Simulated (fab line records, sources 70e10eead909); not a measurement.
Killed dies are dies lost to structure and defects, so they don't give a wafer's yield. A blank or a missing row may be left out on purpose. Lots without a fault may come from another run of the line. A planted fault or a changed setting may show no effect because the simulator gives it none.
Chamber matching | flow nand_harc | NHARC_P_M0_PRE_CLEAN_31 on pecvd-02: 3 sister chambers
The step time 12 s. 16 wafers are shown with their chamber, then 8 later ones without.

WAFERS WITH THEIR CHAMBER
wafer  | chamber | heater_power_w (W)
L077.3 | 0       | 677
L077.4 | 0       | 667
L077.6 | 2       | 521
L077.1 | 1       | 602
L077.2 | 2       | 530
L077.5 | 1       | 618
L082.1 | 2       | 544
L082.2 | 1       | 577
L082.4 | 0       | 643
L082.3 | 0       | 633
L082.5 | 1       | 572
L082.6 | 2       | 553
L093.1 | 2       | 494
L093.2 | 0       | 705
L093.5 | 1       | 603
L094.1 | 0       | 720

SIGNATURES (means of the wafers above)
reading        | chamber 0 | chamber 1 | chamber 2 | scatter within a chamber
heater_power_w | 674.17    | 594.40    | 528.40    | 26.8
Rule: a wafer's distance from a chamber is the root of the sum, over the readings, of the square of ((its reading less the chamber's mean) divided by the reading's scatter). The wafer belongs to the nearest chamber; if the next one is less than 2 further off, it can't be placed. The scatter: the root of (the sum of the squares of (reading less its chamber's mean) over the shown wafers, divided by (wafers less chambers)).

WAFERS WITHOUT THEIR CHAMBER
wafer  | heater_power_w (W)
L094.2 | 504
L094.3 | 619
L095.2 | 548
L095.3 | 624
L095.6 | 594
L096.2 | 561
L096.3 | 661
L096.6 | 509

WHICH CHAMBER EACH WENT THROUGH
wafer  | from the rows above     | in truth
L094.2 | 2                       | 2
L094.3 | can't be placed: 1 or 0 | 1
L095.2 | can't be placed: 2 or 1 | 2
L095.3 | can't be placed: 1 or 0 | 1
L095.6 | 1                       | 1
L096.2 | can't be placed: 2 or 1 | 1
L096.3 | can't be placed: 0 or 1 | 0
L096.6 | 2                       | 2
Placed correctly: 3 of 8. Can't be placed from these rows: 5 (the true chamber is among the candidates in 5). Placed wrongly: 0.
